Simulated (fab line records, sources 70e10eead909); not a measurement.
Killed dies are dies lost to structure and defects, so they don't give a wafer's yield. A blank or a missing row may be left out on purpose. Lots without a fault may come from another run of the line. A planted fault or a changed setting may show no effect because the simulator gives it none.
fab line records | flow nand_harc
record lots=6 wafers=18 last_day=31
route steps=1302 shown A_CHANNEL_FILL_D1@495
lots that met no fault: from a run of the same line without faults
start_h: hours from the record's first day to the start of the lot's first wafer shown | wait_h: hours since the lot's step before | " the same as in the row above | L1.1+2: a row that stands for several wafers | - no value, or no start given | * or withheld: withheld | < > ~ a bound
route shown NAME@n: a module of which the file shows steps, and the number in the route of the first | usual: mean/standard deviation of fault-free wafers | same: alike in all rows | chamber/n: place in a boat | sites: the reading at each site | _std_site: their standard deviation | _edge_site: outer sites' mean less inner sites' | radius_mm: how far each site lies from the wafer's centre | mask NAME#n: copy n | behind: the tool/chamber that last shaped the wafer | hold: why the lot was held/for how many hours/how that ended | device: the transistor (n, p or np) that didn't switch | end of line: the same wafers' tests at the end of the route | a step without rows: its recipe alone | killed: dies lost to structure and defects at the first sort, not the wafer's yield | map: a wafer's dies, x killed, . not, _ none there
set.NAME: the setting as run; set.NAME@STEP: as run at that earlier step | model.NAME: the simulator's own value behind a step, which no gauge read
lots at some steps of the route; a table a step, a row a wafer
services: from which hour (start_h, from the record's first day; less than 0 if before it) a tool's chamber was out of use, for how many hours, and why
## steps
# step NHARC_A_CHANNEL_FILL_D1_ALD_15
# recipe target_thk_a=20 pulse_time_s=60 ald_cycles=19 temp_c=630 pressure_torr=2 material=SiNx
# usual ald_cycles=19/0 precursor_pulse_height_rel=1.002/0.018
# columns lot.wafer tool chamber start_h wait_h ald_cycles precursor_pulse_height_rel
L907.2 ald_sin_batch-03 0 - - 19 1.006
L907.3 " 0 " " 19 1.005
L907.4 " 0 " " 19 1.008
L908.2 ald_sin_batch-01 0 - - 19 0.957
L908.3 " 0 " " 19 1.014
L908.5 " 0 " " 19 1.007
L913.1 ald_sin_batch-01 0 - - 19 1.031
L913.3 " 0 " " 19 1.010
L913.4 " 0 " " 19 1.009
L914.3 ald_sin_batch-02 0 - - 19 0.994
L914.4 " 0 " " 19 0.983
L914.6 " 0 " " 19 1.001
L919.1 ald_sin_batch-02 0 - - 19 0.985
L919.5 " 0 " " 19 1.021
L919.6 " 0 " " 19 1.016
L923.3 ald_sin_batch-03 0 - - 19 0.992
L923.4 " 0 " " 19 0.987
L923.6 " 0 " " 19 0.993
# step NHARC_A_CHANNEL_FILL_D1_ALD_16
# recipe target_thk_a=15 pulse_time_s=10 ald_cycles=15 temp_c=300 material=SiO2
# usual ald_cycles=15/0 heater_power_w=487/45 precursor_pulse_height_rel=1.003/0.019
# columns lot.wafer tool chamber start_h wait_h ald_cycles heater_power_w precursor_pulse_height_rel
L907.3 ald_hk-01 0 228.62 0.0 15 487 0.984
L907.2 " 1 " " 15 460 1.035
L907.4 " 3 " " 15 501 1.007
L908.2 ald_hk-03 1 239.91 0.1 15 421 1.020
L908.3 " 2 " " 15 409 1.002
L908.5 " 0 " " 15 432 1.009
L913.1 ald_hk-03 0 286.61 0.0 15 450 0.974
L913.4 " 1 " " 15 411 0.976
L913.3 " 2 " " 15 406 0.979
L914.4 ald_hk-03 2 315.27 0.2 15 415 1.006
L914.3 " 3 " " 15 557 1.029
L914.6 " 2 " " 15 404 1.001
L919.1 ald_hk-04 3 360.39 0.1 15 462 1.011
L919.6 " 2 " " 15 519 1.000
L919.5 " 3 " " 15 462 1.025
L923.3 ald_hk-01 2 383.24 0.1 15 513 1.018
L923.4 " 0 " " 15 482 1.029
L923.6 " 2 " " 15 505 0.977
# step NHARC_A_CHANNEL_FILL_D1_ANNEAL_17
# recipe temp_c=850 time_s=1800
# step NHARC_A_CHANNEL_FILL_D1_CVD_18
# recipe target_thk_a=30 temp_c=550 material=poly-Si
# step NHARC_A_CHANNEL_FILL_D1_ETCHBACK_19
# recipe target_depth_a=50 time_s=1.7 hbr_flow_sccm=150 cl2_flow_sccm=50 rf_w=400 icp_w=400 bias_w=100 chemistry=HBr/Cl2
# usual bias_w=99.99/0.27 drypump_motor_current_A=5.6/0.4 mfc_cl2_sccm=49.98/0.15 oes_product_au=1.002/0.0089 throttle_valve_pct=26.406/0.0082
# columns lot.wafer tool chamber start_h wait_h bias_w drypump_motor_current_A mfc_cl2_sccm oes_product_au rf_hours_counter_h throttle_valve_pct
L907.4 rie_si-04 1 242.65 0.4 99.67 5.6 49.86 1.022 0.3 26.400
L907.3 " 3 " " 100.16 5.4 49.79 1.002 0.4 26.397
L907.2 " 0 " " 99.54 5.9 49.97 1.000 0.3 26.410
L908.3 rie_si-02 1 254.87 0.4 99.83 6.0 49.76 1.001 1.1 26.420
L908.2 " 0 " " 100.06 5.7 50.21 1.002 1.0 26.416
L908.5 " 1 " " 99.74 6.0 49.61 1.002 - 26.415
L913.3 rie_si-03 2 299.15 0.4 100.30 6.0 49.74 0.994 0.4 26.405
L913.1 " 3 " " 100.24 5.7 49.91 0.995 0.6 26.403
L913.4 " 0 " " 100.47 5.1 50.03 1.008 0.3 26.410
L914.4 rie_si-03 2 328.39 0.4 100.19 6.0 49.59 0.993 0.7 26.421
L914.3 " 3 " " 99.83 5.6 49.93 0.990 0.7 26.396
L914.6 " 0 " " 99.58 5.0 49.84 1.009 - 26.396
L919.1 rie_si-02 1 372.72 0.4 100.20 6.0 50.10 1.013 0.7 26.415
L919.6 " 1 " " 99.85 6.0 50.02 1.012 - 26.385
L919.5 " 2 " " 99.90 5.3 49.80 1.000 - 26.415
L923.3 rie_si-02 0 395.33 0.4 100.01 5.8 50.21 1.003 0.7 26.399
L923.4 " 1 " " 99.83 6.0 49.86 1.004 0.8 26.397
L923.6 " 2 " " 99.91 5.3 49.99 0.988 - 26.417
# step NHARC_A_CHANNEL_FILL_D1_ETCHBACK_20
# recipe target_depth_a=270 time_s=13.5 c4f8_flow_sccm=withheld o2_flow_sccm=8 ar_flow_sccm=withheld rf_w=600 bias_w=1500 chemistry=C4F8/O2/Ar
# step NHARC_A_CHANNEL_FILL_D1_STRIP_28
# recipe time_s=20 o2_flow_sccm=500 ar_flow_sccm=0 bias_w=0 chemistry=O2
# usual drypump_motor_current_A=5.6/0.39 oes_product_au=1.004/0.0095 rf_vpp_V=57.6/0.88 showerhead_plenum_p_Torr=3.48/0.13 throttle_valve_pct=17.036/0.0088
# same bias_w=0
# columns lot.wafer tool chamber start_h wait_h drypump_motor_current_A oes_product_au rf_hours_counter_h rf_vpp_V showerhead_plenum_p_Torr throttle_valve_pct
L907.3 rie_diel-05 0 242.87 0.1 5.4 0.992 0 55.9 3.44 17.037
L907.2 " 1 " " 5.5 0.998 0 57.2 3.45 17.039
L907.4 " 3 " " 4.8 0.996 0 57.2 3.40 17.052
L908.2 rie_diel-12 3 255.09 0.1 5.8 0.999 12 58.8 3.36 17.029
L908.3 " 1 " " 5.4 0.999 12 59.2 3.69 17.040
L908.5 " 2 " " 5.6 1.008 - 58.7 3.60 17.035
L913.3 rie_diel-05 2 299.35 0.1 5.3 1.003 3 57.1 3.70 17.058
L913.1 " 3 " " 4.9 0.997 3 57.4 3.40 17.037
L913.4 " 0 " " 5.3 1.005 3 57.9 3.44 17.034
L914.3 rie_diel-03 1 328.58 0.1 6.6 1.027 3 56.4 3.67 17.021
L914.4 " 3 " " 5.6 1.011 3 57.7 3.38 17.029
L914.6 " 1 " " 6.6 1.012 - 56.5 3.67 17.037
L919.1 rie_diel-05 0 372.95 0.1 5.3 1.005 6 57.1 3.43 17.036
L919.5 " 1 " " 5.5 0.995 - 57.1 3.44 17.014
L919.6 " 2 " " 5.3 0.999 - 57.4 3.70 17.018
L923.3 rie_diel-12 0 395.53 0.1 5.5 1.008 7 58.2 3.34 17.029
L923.4 " 2 " " 5.6 0.995 8 56.7 3.60 17.036
L923.6 " 3 " " 5.8 0.994 - 58.4 3.35 17.030
# step NHARC_A_CHANNEL_FILL_D1_PRECLEAN_21
# recipe time_s=30 chemistry=dHF
# step NHARC_A_CHANNEL_FILL_D1_SRD_23
# step NHARC_A_CHANNEL_FILL_D1_CVD_05
# recipe target_thk_a=50 temp_c=550 material=poly-Si
# step NHARC_A_CHANNEL_FILL_D1_ANNEAL_22
# recipe temp_c=620 time_s=7200
# step NHARC_A_CHANNEL_FILL_D1_ALD_25
# recipe target_thk_a=600 pulse_time_s=10 ald_cycles=600 temp_c=300 material=SiOx
# usual ald_cycles=600/0 heater_power_w=488/42 precursor_pulse_height_rel=0.999/0.02
# columns lot.wafer tool chamber start_h wait_h ald_cycles heater_power_w precursor_pulse_height_rel
L907.4 ald_hk-03 3 256.09 1.6 600 547 0.970
L907.3 " 1 257.33 2.9 600 416 0.986
L907.2 " 2 " " 600 397 0.967
L908.3 ald_hk-01 3 266.96 0.1 600 515 1.005
L908.2 " 0 " " 600 475 0.981
L908.5 " 3 269.39 2.5 600 517 1.001
L913.4 ald_hk-04 0 312.38 0.7 600 557 0.993
L913.1 " 1 " " 600 452 1.011
L913.3 " 2 " " 600 535 0.987
L914.4 ald_hk-03 0 340.93 0.7 600 445 1.003
L914.3 " 1 " " 600 417 0.988
L914.6 " 3 342.78 2.5 600 552 1.027
L919.1 ald_hk-01 3 386.63 1.3 816 508 0.974
L919.6 " 2 390.32 5.0 816 501 1.003
L919.5 " 3 391.54 6.2 816 515 0.966
L923.4 ald_hk-01 0 409.44 0.7 816 473 0.971
L923.3 " 1 " " 816 471 0.954
L923.6 " 0 411.91 3.1 816 488 1.035
# step NHARC_A_CHANNEL_FILL_D1_ETCHBACK_08
# recipe target_depth_a=2200 time_s=110 c4f8_flow_sccm=20 ar_flow_sccm=withheld rf_w=600 bias_w=300 chemistry=C4F8
# usual oes_product_au=0.96/0.034 rf_vpp_V=439.9/2.5
# columns lot.wafer tool chamber start_h wait_h oes_product_au rf_hours_counter_h rf_vpp_V
L907.2 rie_diel-03 3 - - 0.93 7 437.5
L907.3 " 0 " " 0.94 8 437.6
L907.4 " 2 " " 0.94 7 438.2
L908.3 rie_diel-05 3 - - 0.95 2 438.5
L908.2 " 0 " " 0.97 2 439.5
L908.5 " 2 " " 0.94 - 444.5
L913.4 rie_diel-12 1 - - 0.99 1 445.2
L913.3 " 2 " " 0.99 1 441.7
L913.1 " 0 " " 0.99 1 438.0
L914.3 rie_diel-03 1 - - 0.95 3 444.6
L914.6 " 3 " " 0.94 - 439.1
L914.4 " 0 " " 0.93 - 439.6
L919.1 rie_diel-12 0 - - 0.93 7 437.5
L919.6 " 3 " " 0.93 - 438.7
L919.5 " 0 " " 0.94 - 437.3
L923.3 rie_diel-03 3 - - 0.94 8 436.9
L923.4 " 0 " " 0.94 7 438.1
L923.6 " 2 " " 0.93 - 437.4
## services
# columns tool chamber start_h hours kind
ald_hk-03 - 213.35 10.0 pm
rie_si-03 - 221.20 9.0 pm
rie_diel-05 - 229.60 9.0 pm
rie_diel-12 0 233.40 5.0 repair
rie_diel-05 1 244.46 19.5 repair
rie_si-03 0 256.80 16.6 repair
ald_sin_batch-02 - 266.00 26.0 pm
rie_diel-12 - 268.40 9.0 pm
rie_si-03 2 276.16 7.6 repair
rie_si-02 - 277.00 9.0 pm
rie_diel-03 - 281.77 9.0 pm
rie_si-04 0 286.29 5.0 repair
rie_diel-03 - 291.70 0.2 repair
ald_hk-01 - 300.62 10.0 pm
rie_diel-05 2 334.39 21.2 repair
rie_diel-03 2 336.56 1.7 repair
rie_diel-03 2 341.84 4.5 repair
rie_si-03 - 350.70 0.8 repair
rie_diel-05 1 367.82 2.7 repair
rie_diel-12 1 376.90 1.3 repair
rie_diel-05 2 380.39 3.8 repair
ald_hk-03 - 391.35 10.0 pm
rie_si-03 - 398.20 9.0 pm
rie_diel-05 - 406.60 9.0 pm
## key
first_sign step=NHARC_A_CHANNEL_FILL_D1_ALD_25 reading=ald_cycles direction=up sigmas=99+ usual=600 struck=816
effect none on later readings
met_at NHARC_A_CHANNEL_FILL_D1_ALD_25
struck_wafers L919.1,L919.5,L919.6,L923.3,L923.4,L923.6
tester_left_out L919,L923
onset_between 266.96 386.63
fault kind=process_parameter_drift tool=ald_hk-01 chamber=- onset_h=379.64 steps=NHARC_A_CHANNEL_FILL_D1_ALD_25 channel=ald_cycles offset=216 shape=step end_h=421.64 acts_in=these_recipes_only stated=600
# tester_left_out: of these lots the tester's yield and bins aren't shown, on N5 and GAA mostly nor the transistor test; their killed dies are dies lost to structure and defects alone, not to doping, threshold or leakage, so they don't give the yield
